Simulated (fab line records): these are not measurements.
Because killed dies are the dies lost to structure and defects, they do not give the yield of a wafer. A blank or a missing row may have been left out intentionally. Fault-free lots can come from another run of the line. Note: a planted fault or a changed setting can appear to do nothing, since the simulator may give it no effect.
Problem report, 8D (eight disciplines) form, completed by code | flow nand_harc | the parts of the form that need people (team, actions taken, sign-off) are left out

## 1. WHAT WENT WRONG
At NHARC_A_CONTACT_SOFTBAKE_64, heater_power_total_W averages 199.37 W over 6 wafers from 2 lots, while fault-free wafers read 188.45 W, standard deviation 0.14. Relative to the usual mean, that is a shift of +78 standard deviations.
The step: time 55 s.
First seen on wafer L626.1, day 29 14:00, on litho_track-04. The record has a number at this step for 42 wafers belonging to 14 lots. The rule behind "out" and "out of limits": a value lying over 4 standard deviations away from the usual mean. The other wafers with a number count as sound.

## 2. WHAT IT IS AND WHAT IT IS NOT
question                    | is                     | is not
which readings at this step | heater_power_total_W   | chill_plate_temp_C
which lots                  | L626, L627             | L609, L611, L612, L613, L614, L615, L619, L621, L623, L630, L631, L632
which wafers of those lots  | all that have a number | -
read on which tools         | litho_track-04         | litho_track-01, litho_track-06
when                        | from day 29 14:00      | up to then (27 sound wafers); but 9 sound wafers of L630, L631, L632 came after

## 3. THE SUSPECTS, EACH WITH WHAT RULES IT OUT
Counting: any tool at a process step up to the reading is kept as a suspect provided that every lot that is out went through it and no sound lot did after the first of them.
- litho_track-04 at NHARC_A_CONTACT_SOFTBAKE_64 (time 55 s): kept. All lots that are out passed through it, beginning with L626 at day 29 14:00, and no sound lot followed; its final sound lot before that point was L615 at day 24 18:00. On those wafers its own readings are out: heater_power_total_W.
The count leaves litho_track-04 at NHARC_A_CONTACT_SOFTBAKE_64.

## 4. THE CAUSE (what the simulator had put in)
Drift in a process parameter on litho_track-04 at NHARC_A_CONTACT_SOFTBAKE_64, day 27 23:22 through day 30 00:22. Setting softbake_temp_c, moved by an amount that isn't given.
The count eliminated every tool but this one.

## 5. THE CHAIN OF EFFECTS, in route order
One row per reading whose mean, taken over the struck wafers that have a number, lies over 3 standard deviations from the usual. Only readings whose record carries a usual standard deviation are examined. hours: median over the lots of the time between each lot's start at the first step of this table that gives one and its start at this step. sigmas: the change, counted in usual standard deviations.
hours | step                        | reading              | usual    | on struck wafers | change | sigmas
0     | NHARC_A_CONTACT_SOFTBAKE_64 | heater_power_total_W | 188.45 W | 199.37           | +10.92 | +78
It contains these process steps:
- NHARC_A_CONTACT_SOFTBAKE_64: time 55 s.

## 6. HOW IT WOULD HAVE BEEN CAUGHT EARLIER
In this record no reading fell out of limits until day 29 14:00, 39 hours after the fault had begun at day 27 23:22.
